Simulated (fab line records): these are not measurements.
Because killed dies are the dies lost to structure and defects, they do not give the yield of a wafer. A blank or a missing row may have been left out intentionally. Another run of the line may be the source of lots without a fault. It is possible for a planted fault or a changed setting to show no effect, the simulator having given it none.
Split-lot study | flow n5-finfet | on a route of 1938 steps: 7 lots, 21 wafers read

ABOUT THE SPLIT
At N5_PASSIVATION_PECVD_00 (deposits SiO2 from SiH4/N2O, target thk 200 nm, time 11.2 s), the setting time-s was moved away from the recipe's 11.2 s on 7 of the 21 wafers read, by -14.6% to -5.0%. All remaining wafers had this setting at the recipe value.

The reading is taken at the split's own step.

THE READING
SiO2_of_PASSIVATION_PECVD_00.thk-nm (the simulator's own value, which no gauge read), in nm, at N5_PASSIVATION_PECVD_00 (deposits SiO2 from SiH4/N2O, target thk 200 nm, time 11.2 s). There is no usual value for it anywhere in the file. Here, 14 wafers ran the recipe; their average is 198.3 nm with a standard deviation of 2.7 nm.

wafer  | tool, chamber at the split | time-s as run, s | against the recipe | SiO2_of_PASSIVATION_PECVD_00.thk-nm, nm | against lot-mates on the recipe
L075.1 | pecvd-02, 1                | 11.2             | recipe             | 197.4                                   | -
L075.2 | pecvd-02, 0                | 11.2             | recipe             | 196.8                                   | -
L075.4 | pecvd-02, 2                | 11.2             | recipe             | 204.8                                   | -
L081.2 | pecvd-02, 1                | 11.2             | recipe             | 197.2                                   | -
L081.4 | pecvd-02, 0                | 11.2             | recipe             | 199.6                                   | -
L081.6 | pecvd-02, 1                | 11.2             | recipe             | 198.4                                   | -
L084.1 | pecvd-04, 1                | 11.2             | recipe             | 199.8                                   | -
L084.5 | pecvd-04, 2                | 11.2             | recipe             | 203.4                                   | -
L084.6 | pecvd-04, 1                | 9.57             | -14.6%             | 173.6                                   | -28.0
L086.1 | pecvd-03, 1                | 11.2             | recipe             | 196.2                                   | -
L086.4 | pecvd-03, 2                | 10.64            | -5.0%              | 187.4                                   | -8.8
L086.5 | pecvd-03, 1                | 10.64            | -5.0%              | 193.2                                   | -3.0
L090.1 | pecvd-02, 0                | 11.2             | recipe             | 197.8                                   | -
L090.2 | pecvd-02, 1                | 11.2             | recipe             | 197.2                                   | -
L090.4 | pecvd-02, 1                | 10.04            | -10.4%             | 181.6                                   | -15.9
L095.1 | pecvd-03, 1                | 10               | -10.7%             | 179                                     | -17.1
L095.2 | pecvd-03, 0                | 11.2             | recipe             | 196.6                                   | -
L095.3 | pecvd-03, 2                | 11.2             | recipe             | 195.6                                   | -
L096.1 | pecvd-02, 0                | 11.2             | recipe             | 195.6                                   | -
L096.2 | pecvd-02, 1                | 10.21            | -8.8%              | 178.6                                   | -17.0
L096.6 | pecvd-02, 0                | 10.21            | -8.8%              | 183                                     | -12.6

FIT RESULTS
A straight line over all 21 wafers: SiO2_of_PASSIVATION_PECVD_00.thk-nm changes by +1.76 nm for each +1% of time-s; r = +0.95; the points scatter about the line by 2.7 nm.
The same after taking each lot's own level away (the mean of its wafers on the recipe; 21 wafers): +1.71 nm for each +1%; r = +0.96; scatter 2.3 nm.
On that fit, the largest move of time-s shifts the reading by 25 nm.
Measured against the standard deviation above, the lots' own levels, which go from 195.60 to 201.60 nm, span 2.2 times it.
The two slopes are in agreement: the lot-to-lot level therefore moves the slope only a little.
Check: with one of the wafers moved furthest among these (-14.6%) left out of the fit, the line predicts -22.8 nm for it against its lot-mates. Against them it came out at -28 nm.

ADDITIONAL SPLITS CARRIED BY THESE WAFERS
Before the reading, these wafers also passed through other splits. Each is held against what the fit with the lots' levels taken away leaves over:
other split on the same wafers | wafers away from the commonest value | r with SiO2_of_PASSIVATION_PECVD_00.thk-nm (lot level and that fit taken away)
N5_BEOL_M13_COAT_04 spin-rpm   | 7                                    | +0.08
N5_BEOL_M13_ETCH_68 time-s     | 8                                    | +0.07
N5_BEOL_M14_SPUTTER_43 power-w | 4                                    | +0.37
N5_BEOL_M14_DEP_53 time-s      | 8                                    | -0.30

THE FILE'S OWN FIT
SiO2_of_PASSIVATION_PECVD_00.thk-nm changes by +1.71 nm for each +1% of time-s, r = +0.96.
